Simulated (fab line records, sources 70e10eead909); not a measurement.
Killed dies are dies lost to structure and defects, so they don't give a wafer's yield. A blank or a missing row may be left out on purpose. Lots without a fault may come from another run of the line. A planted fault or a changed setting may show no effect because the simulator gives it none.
Chamber matching | flow nand_harc | NHARC_A_BONDPAD_ETCH_34 on rie_diel-10: 4 sister chambers
The step etches the open film in N2/H2, target depth 60 nm, overetch 18 nm, time 65.91 s. 4 wafers are shown with their chamber, then 9 later ones without.

WAFERS WITH THEIR CHAMBER
wafer  | chamber | drypump_motor_current_A (A)
L218.3 | 3       | 5.69
L225.4 | 2       | 5.14
L226.2 | 0       | 5.85
L226.6 | 1       | 5.97

WAFERS WITHOUT THEIR CHAMBER
wafer  | drypump_motor_current_A (A)
L230.1 | 5.99
L230.2 | 5.20
L230.4 | 5.84
L231.1 | 5.86
L231.4 | 5.97
L231.6 | 5.84
L239.2 | 5.97
L239.3 | 5.70
L239.4 | 5.87

WHICH CHAMBER EACH WENT THROUGH
wafer  | from the rows above | in truth
L230.1 | 1                   | 1
L230.2 | 2                   | 2
L230.4 | 0                   | 0
L231.1 | 0                   | 0
L231.4 | 1                   | 1
L231.6 | 0                   | 0
L239.2 | 1                   | 1
L239.3 | 3                   | 3
L239.4 | 0                   | 0
Placed correctly: 9 of 9. Can't be placed from these rows: 0. Placed wrongly: 0.
How it was worked out, from the rows above alone: a wafer's distance from a chamber is the root of the sum, over the readings, of the square of ((its reading less the chamber's mean) divided by the reading's scatter). The wafer belongs to the nearest chamber; if the next one is less than 2 further off, it can't be placed. A chamber's mean is the mean of its shown wafers. The scatter: with one shown wafer a chamber, the root of the mean of the squares of how far each hidden wafer lies from its nearest shown one.
